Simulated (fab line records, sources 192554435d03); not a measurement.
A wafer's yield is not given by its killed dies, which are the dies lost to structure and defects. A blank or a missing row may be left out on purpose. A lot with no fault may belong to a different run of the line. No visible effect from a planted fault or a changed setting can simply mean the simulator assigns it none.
Which tool was responsible? -- flow n5 finfet -- 11 lots, 33 wafers sampled, at 1 step of a route of 1938

## WHAT EACH GAUGE READ, for each wafer
N5_BEOL_M7_RS_MEAS_57: uses a four-point probe to measure.
lot,measured,on,M7_RS (ohm/sq)
L462,day 9 14:22,film metro-01,0.285 0.279 0.289
L464,day 9 21:41,film metro-01,0.295 0.295 0.295
L465,day 10 08:35,film metro-01,0.287 0.292 0.291
L466,day 10 18:41,film metro-01,0.281 0.273 0.286
L470,day 11 18:14,film metro-01,0.303 0.291 0.305
L476,day 13 11:43,film metro-02,0.276 0.279 0.284
L478,day 13 13:48,film metro-01,0.275 0.290 0.303
L479,day 14 03:52,film metro-02,0.273 0.289 0.293
L482,day 14 09:05,film metro-02,0.307 0.291 0.314
L483,day 15 17:05,film metro-02,0.280 0.279 0.287
L484,day 16 11:58,film metro-02,0.290 0.294 0.285

## WHAT TOOL EACH LOT RAN ON (gives the tool, then ch and the chambers of the sampled wafers, and finally the start)
There is no process step in the record ahead of these readings.

## THE ANSWER, worked out from the rows above alone
Rule: the usual values come from the lots themselves. Put in order of their means at a reading, lots are off if they are a third of the lots or fewer, leave a main group of 4 or more, and stand apart from it by a gap of 3 or more times the standard deviation of the main group's means; of several such gaps the widest counts. A main group whose means are all the same, to the digits that the tables above print for the reading, isn't used. A lot without any number at a reading at which 4 lots or more have one is off too. Where the step has rows for the other lots, those lots are counted as sound.
Nothing can be told from this: no lot is off at any reading shown.

## WHAT HAD BEEN PUT IN BY THE SIMULATOR
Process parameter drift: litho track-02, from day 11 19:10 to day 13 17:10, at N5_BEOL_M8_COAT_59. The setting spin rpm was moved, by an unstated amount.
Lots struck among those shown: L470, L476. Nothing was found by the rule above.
